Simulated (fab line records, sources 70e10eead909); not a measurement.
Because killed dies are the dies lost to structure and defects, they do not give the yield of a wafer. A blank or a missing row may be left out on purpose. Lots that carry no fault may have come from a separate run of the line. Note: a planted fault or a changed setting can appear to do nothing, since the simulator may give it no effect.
Matching of chambers | flow nand-harc | 4 sister chambers for NHARC_A_M1_STRIP_18 on rie-diel-01
The step strips in N2/H2. 4 wafers are shown with their chamber, then 8 later ones without.

WAFERS, EACH WITH ITS CHAMBER
wafer  | chamber | showerhead-plenum-p-Torr (Torr)
L087.2 | 3       | 1.97
L085.3 | 2       | 2.04
L088.2 | 1       | 1.96
L089.2 | 0       | 2.17

WAFERS WITH NO CHAMBER GIVEN
wafer  | showerhead-plenum-p-Torr (Torr)
L089.3 | 1.96
L089.4 | 2.04
L094.2 | 2.17
L094.3 | 1.97
L094.5 | 2.03
L095.3 | 1.96
L095.4 | 2.17
L095.5 | 1.96

WHICH CHAMBER EACH ONE RAN IN
wafer  | from the rows above | in truth
L089.3 | 1                   | 1
L089.4 | 2                   | 2
L094.2 | 0                   | 0
L094.3 | 3                   | 3
L094.5 | 2                   | 2
L095.3 | 1                   | 1
L095.4 | 0                   | 0
L095.5 | 1                   | 1
Correctly placed: 8 of 8. Number that these rows cannot place: 0. Number placed wrongly: 0.
How it was worked out, from the rows above alone: a wafer's distance from a chamber is the root of the sum, over the readings, of the square of ((its reading less the chamber's mean) divided by the reading's scatter). If the next closest chamber is less than 2 further off than the closest, the wafer can't be placed; otherwise it belongs to the closest. The mean given for a chamber averages the wafers shown for that chamber. The scatter (one wafer shown for each chamber): square how far every hidden wafer sits from the nearest shown wafer, average those squares and take the square root.
